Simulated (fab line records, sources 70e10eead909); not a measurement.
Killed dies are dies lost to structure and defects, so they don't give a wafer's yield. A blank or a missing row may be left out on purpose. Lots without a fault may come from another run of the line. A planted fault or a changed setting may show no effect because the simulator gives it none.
Which tool did it? | flow nand_harc | 24 lots, 72 wafers sampled, at 5 steps of a route of 1159

WHAT THE GAUGES READ, wafer by wafer
NHARC_A_M0_INSPECT_27. Usual: raw_defect_count 492, standard deviation 170.
lot  | measured     | on                | raw_defect_count | flag
L076 | day 18 04:53 | defect_inspect-01 | 596 346 526      |
L074 | day 18 07:18 | defect_inspect-01 | 318 319 305      |
L075 | day 18 10:31 | defect_inspect-01 | 555 591 388      |
L078 | day 18 11:34 | defect_inspect-02 | 560 564 451      |
L077 | day 18 21:02 | defect_inspect-02 | 432 515 657      |
L079 | day 18 23:53 | defect_inspect-02 | 393 430 304      |
L080 | day 19 02:18 | defect_inspect-01 | 280 320 354      |
L081 | day 19 12:42 | defect_inspect-01 | 414 533 273      |
L082 | day 19 18:31 | defect_inspect-01 | 433 406 630      |
L084 | day 19 23:50 | defect_inspect-02 | 562 752 1128     |
L083 | day 20 00:34 | defect_inspect-02 | 434 504 427      |
L087 | day 20 11:53 | defect_inspect-01 | 380 534 403      |
L086 | day 20 15:13 | defect_inspect-02 | 658 516 760      |
L085 | day 20 21:47 | defect_inspect-02 | 363 507 722      |
L090 | day 21 01:37 | defect_inspect-01 | 410 579 390      |
L089 | day 21 04:17 | defect_inspect-01 | 524 378 434      |
L088 | day 22 01:53 | defect_inspect-02 | 463 551 416      |
L092 | day 22 02:13 | defect_inspect-01 | 295 476 488      |
L091 | day 22 06:55 | defect_inspect-02 | 409 393 433      |
L094 | day 22 07:34 | defect_inspect-01 | 254 292 480      |
L093 | day 22 07:58 | defect_inspect-02 | 457 712 635      |
L095 | day 22 12:32 | defect_inspect-01 | 688 461 396      |
L096 | day 23 00:56 | defect_inspect-02 | 541 603 584      |
L097 | day 23 06:41 | defect_inspect-01 | 518 326 465      |

NHARC_A_M1_INSPECT_11. Usual: raw_defect_count 30, standard deviation 11.
lot  | measured     | on                | raw_defect_count | flag
L076 | day 18 07:01 | defect_inspect-01 | 29 47 36         |
L074 | day 18 08:49 | defect_inspect-02 | 30 25 27         |
L075 | day 18 12:03 | defect_inspect-01 | 22 20 12         |
L078 | day 18 14:11 | defect_inspect-01 | 23 20 20         |
L077 | day 18 22:34 | defect_inspect-01 | 35 47 37         |
L079 | day 19 01:25 | defect_inspect-02 | 7 12 13          |
L080 | day 19 03:48 | defect_inspect-02 | 27 21 28         |
L081 | day 19 14:15 | defect_inspect-02 | 33 27 25         |
L082 | day 19 19:56 | defect_inspect-02 | 28 32 32         |
L084 | day 20 01:21 | defect_inspect-02 | 29 24 32         |
L083 | day 20 02:08 | defect_inspect-02 | 8 16 16          |
L087 | day 20 13:24 | defect_inspect-01 | 27 23 25         |
L086 | day 20 16:52 | defect_inspect-02 | 25 28 29         |
L085 | day 20 23:46 | defect_inspect-01 | 11 16 12         |
L090 | day 21 03:12 | defect_inspect-02 | 38 37 34         |
L089 | day 21 06:10 | defect_inspect-02 | 34 30 23         |
L088 | day 22 03:33 | defect_inspect-01 | 43 39 27         |
L092 | day 22 03:52 | defect_inspect-01 | 24 35 26         |
L091 | day 22 08:26 | defect_inspect-01 | 28 30 32         |
L094 | day 22 09:05 | defect_inspect-01 | 30 24 34         |
L093 | day 22 09:32 | defect_inspect-02 | 33 27 45         |
L095 | day 22 14:07 | defect_inspect-01 | 42 30 48         |
L096 | day 23 02:28 | defect_inspect-01 | 66 49 48         |
L097 | day 23 08:12 | defect_inspect-02 | 45 42 54         |

WHICH TOOL RAN EACH LOT (tool, then ch and the chambers of the sampled wafers, then the start)
lot  | NHARC_A_CONTACT_ETCH_31                       | NHARC_A_BLC_PVD_32                      | NHARC_A_M0_ANNEAL_30
L076 | rie_diel-11 ch 1,2, day 18 04:13 or earlier   | pvd_sputter-01, day 18 04:13 or earlier | rtp_anneal-01 ch 0, day 18 04:13
L074 | rie_diel-13 ch 0,1,3, day 18 06:32 or earlier | pvd_sputter-03, day 18 06:32 or earlier | rtp_anneal-02 ch 0, day 18 06:32
L075 | rie_diel-13 ch 2,3, day 18 09:42 or earlier   | pvd_sputter-02, day 18 09:42 or earlier | rtp_anneal-01 ch 0, day 18 09:42
L078 | rie_diel-11 ch 1,2,3, day 18 10:47 or earlier | pvd_sputter-02, day 18 10:47 or earlier | rtp_anneal-02 ch 0, day 18 10:47
L077 | rie_diel-11 ch 2,3, day 18 20:13 or earlier   | pvd_sputter-03, day 18 20:13 or earlier | rtp_anneal-01 ch 0, day 18 20:13
L079 | rie_diel-13 ch 1,2,3, day 18 23:14 or earlier | pvd_sputter-01, day 18 23:14 or earlier | rtp_anneal-02 ch 0, day 18 23:14
L080 | rie_diel-13 ch 2,3, day 19 01:38 or earlier   | pvd_sputter-03, day 19 01:38 or earlier | rtp_anneal-01 ch 0, day 19 01:38
L081 | rie_diel-13 ch 1,2, day 19 11:52 or earlier   | pvd_sputter-01, day 19 11:52 or earlier | rtp_anneal-01 ch 0, day 19 11:52
L082 | rie_diel-13 ch 0,2, day 19 17:41 or earlier   | pvd_sputter-01, day 19 17:41 or earlier | rtp_anneal-02 ch 0, day 19 17:41
L084 | rie_diel-11 ch 0,2,3, day 19 23:01 or earlier | pvd_sputter-02, day 19 23:01 or earlier | rtp_anneal-01 ch 0, day 19 23:01
L083 | rie_diel-11 ch 0,1,2, day 19 23:44 or earlier | pvd_sputter-02, day 19 23:44 or earlier | rtp_anneal-01 ch 0, day 19 23:44
L087 | rie_diel-13 ch 1,3, day 20 11:03 or earlier   | pvd_sputter-02, day 20 11:03 or earlier | rtp_anneal-01 ch 0, day 20 11:03
L086 | rie_diel-09 ch 1,3, day 20 14:30 or earlier   | pvd_sputter-02, day 20 14:30 or earlier | rtp_anneal-02 ch 0, day 20 14:30
L085 | rie_diel-09 ch 0,1,2, day 20 20:58 or earlier | pvd_sputter-03, day 20 20:58 or earlier | rtp_anneal-01 ch 0, day 20 20:58
L090 | rie_diel-13 ch 0,3, day 21 00:47 or earlier   | pvd_sputter-02, day 21 00:47 or earlier | rtp_anneal-01 ch 0, day 21 00:47
L089 | rie_diel-13 ch 0,2, day 21 03:28 or earlier   | pvd_sputter-03, day 21 03:28 or earlier | rtp_anneal-01 ch 0, day 21 03:28
L088 | rie_diel-13 ch 0,2,3, day 22 01:04 or earlier | pvd_sputter-02, day 22 01:04 or earlier | rtp_anneal-01 ch 0, day 22 01:04
L092 | rie_diel-09 ch 0,2, day 22 01:22 or earlier   | pvd_sputter-03, day 22 01:22 or earlier | rtp_anneal-01 ch 0, day 22 01:22
L091 | rie_diel-09 ch 2,3, day 22 06:02 or earlier   | pvd_sputter-03, day 22 06:02 or earlier | rtp_anneal-01 ch 0, day 22 06:02
L094 | rie_diel-13 ch 0,2, day 22 06:47 or earlier   | pvd_sputter-02, day 22 06:47 or earlier | rtp_anneal-02 ch 0, day 22 06:47
L093 | rie_diel-09 ch 0,2,3, day 22 07:10 or earlier | pvd_sputter-01, day 22 07:10 or earlier | rtp_anneal-01 ch 0, day 22 07:10
L095 | rie_diel-13 ch 1,3, day 22 11:43 or earlier   | pvd_sputter-01, day 22 11:43 or earlier | rtp_anneal-02 ch 0, day 22 11:43
L096 | rie_diel-13 ch 0,2, day 23 00:11 or earlier   | pvd_sputter-02, day 23 00:11 or earlier | rtp_anneal-01 ch 0, day 23 00:11
L097 | rie_diel-13 ch 1,2,3, day 23 05:52 or earlier | pvd_sputter-01, day 23 05:52 or earlier | rtp_anneal-02 ch 0, day 23 05:52
- NHARC_A_CONTACT_ETCH_31: etches the open film in O2/COS, target depth 2000 nm, time 520 s.
- NHARC_A_BLC_PVD_32: deposits Ti, target thk 5 nm, time 17.7 s.
- NHARC_A_M0_ANNEAL_30: time 90 s.

WHAT THE TOOLS THEMSELVES READ (means of the sampled wafers that have a number; where no wafer has one, the mark that the record gives instead)
NHARC_A_CONTACT_ETCH_31. Usual: drypump_motor_current_A 5.7 A, standard deviation 0.47; oes_product_au 0.997 a.u., standard deviation 0.0085; rf_vpp_V 314.0 V, standard deviation 1.3; showerhead_plenum_p_Torr 3.11 Torr, standard deviation 0.078; throttle_valve_pct 28.331 %, standard deviation 0.0092.
lot  | tool        | drypump_motor_current_A (A) | oes_product_au (a.u.) | rf_vpp_V (V) | showerhead_plenum_p_Torr (Torr) | throttle_valve_pct (%) | flag
L076 | rie_diel-11 | 5.5                         | 0.997                 | 312.8        | 3.04                            | 28.329                 |
L074 | rie_diel-13 | 5.6                         | 1.004                 | 314.4        | 3.09                            | 28.326                 |
L075 | rie_diel-13 | 5.4                         | 0.999                 | 313.6        | 3.10                            | 28.328                 |
L078 | rie_diel-11 | 5.4                         | 0.994                 | 313.6        | 3.07                            | 28.332                 |
L077 | rie_diel-11 | 5.3                         | 0.993                 | 314.6        | 3.11                            | 28.332                 |
L079 | rie_diel-13 | 5.8                         | 0.988                 | 314.3        | 3.11                            | 28.334                 |
L080 | rie_diel-13 | 5.8                         | 0.993                 | 314.6        | 3.15                            | 28.337                 |
L081 | rie_diel-13 | 6.1                         | 1.000                 | 313.7        | 3.12                            | 28.334                 |
L082 | rie_diel-13 | 5.9                         | 0.998                 | 315.0        | 3.17                            | 28.334                 |
L084 | rie_diel-11 | 5.7                         | 0.999                 | 314.8        | 3.11                            | 28.336                 |
L083 | rie_diel-11 | 5.8                         | 0.998                 | 313.9        | 3.07                            | 28.331                 |
L087 | rie_diel-13 | 5.8                         | 0.997                 | 313.4        | 3.08                            | 28.337                 |
L086 | rie_diel-09 | 6.1                         | 0.997                 | 313.2        | 3.07                            | 28.322                 |
L085 | rie_diel-09 | 5.9                         | 0.987                 | 314.6        | 3.20                            | 28.327                 |
L090 | rie_diel-13 | 5.3                         | 0.986                 | 313.5        | 3.07                            | 28.329                 |
L089 | rie_diel-13 | 6.0                         | 0.995                 | 315.0        | 3.17                            | 28.328                 |
L088 | rie_diel-13 | 5.6                         | 0.996                 | 314.1        | 3.12                            | 28.332                 |
L092 | rie_diel-09 | 5.4                         | 0.991                 | 314.2        | 3.16                            | 28.321                 |
L091 | rie_diel-09 | 5.6                         | 1.004                 | 312.5        | 3.03                            | 28.332                 |
L094 | rie_diel-13 | 5.9                         | 1.002                 | 315.0        | 3.17                            | 28.350                 |
L093 | rie_diel-09 | 5.5                         | 0.992                 | 314.0        | 3.12                            | 28.337                 |
L095 | rie_diel-13 | 5.8                         | 0.993                 | 313.9        | 3.07                            | 28.332                 |
L096 | rie_diel-13 | 6.0                         | 0.998                 | 314.9        | 3.17                            | 28.330                 |
L097 | rie_diel-13 | 5.8                         | 1.009                 | 313.2        | 3.11                            | 28.333                 |

NHARC_A_BLC_PVD_32. Usual: throttle_valve_pct 29.9 %, standard deviation 0.59.
lot  | tool           | throttle_valve_pct (%) | flag
L076 | pvd_sputter-01 | 30.1                   |
L074 | pvd_sputter-03 | 29.1                   |
L075 | pvd_sputter-02 | 30.3                   |
L078 | pvd_sputter-02 | 30.5                   |
L077 | pvd_sputter-03 | 29.7                   |
L079 | pvd_sputter-01 | 29.9                   |
L080 | pvd_sputter-03 | 29.7                   |
L081 | pvd_sputter-01 | 30.0                   |
L082 | pvd_sputter-01 | 30.0                   |
L084 | pvd_sputter-02 | 30.5                   |
L083 | pvd_sputter-02 | 30.3                   |
L087 | pvd_sputter-02 | 30.0                   |
L086 | pvd_sputter-02 | 30.3                   |
L085 | pvd_sputter-03 | 29.0                   |
L090 | pvd_sputter-02 | 30.5                   |
L089 | pvd_sputter-03 | 29.5                   |
L088 | pvd_sputter-02 | 30.2                   |
L092 | pvd_sputter-03 | 29.4                   |
L091 | pvd_sputter-03 | 29.1                   |
L094 | pvd_sputter-02 | 30.6                   |
L093 | pvd_sputter-01 | 30.1                   |
L095 | pvd_sputter-01 | 30.2                   |
L096 | pvd_sputter-02 | 30.3                   |
L097 | pvd_sputter-01 | 30.1                   |

NHARC_A_M0_ANNEAL_30. Usual: wafer_temp_C_max 226.34, standard deviation 0.27.
lot  | tool          | wafer_temp_C_max | flag
L076 | rtp_anneal-01 | 226.31           |
L074 | rtp_anneal-02 | 226.25           |
L075 | rtp_anneal-01 | 226.44           |
L078 | rtp_anneal-02 | 226.24           |
L077 | rtp_anneal-01 | 226.41           |
L079 | rtp_anneal-02 | 226.44           |
L080 | rtp_anneal-01 | 226.21           |
L081 | rtp_anneal-01 | 226.12           |
L082 | rtp_anneal-02 | 226.08           |
L084 | rtp_anneal-01 | 226.30           |
L083 | rtp_anneal-01 | 226.65           |
L087 | rtp_anneal-01 | 226.17           |
L086 | rtp_anneal-02 | 226.59           |
L085 | rtp_anneal-01 | 226.52           |
L090 | rtp_anneal-01 | 226.29           |
L089 | rtp_anneal-01 | 226.20           |
L088 | rtp_anneal-01 | 226.41           |
L092 | rtp_anneal-01 | 226.47           |
L091 | rtp_anneal-01 | 226.35           |
L094 | rtp_anneal-02 | 226.17           |
L093 | rtp_anneal-01 | 226.39           |
L095 | rtp_anneal-02 | 226.17           |
L096 | rtp_anneal-01 | 226.46           |
L097 | rtp_anneal-02 | 225.89           |

THE ANSWER, worked out from the rows above alone
Rule: a lot is off if the mean of its wafers that have a number lies more than 3 standard deviations from the usual mean. A lot without any number at a reading at which 4 lots or more have one is off too. The other lots that the step has rows for count as sound. The gauges are gone through in route order, then the tools' own readings, and for those a lot's mean is taken as printed above. The first step at which some lot is off is used, and at that step the reading that is off furthest; a lot without a number counts as furthest.
No lot is off at any reading shown: from this, nothing can be told.

WHAT THE SIMULATOR HAD PUT IN
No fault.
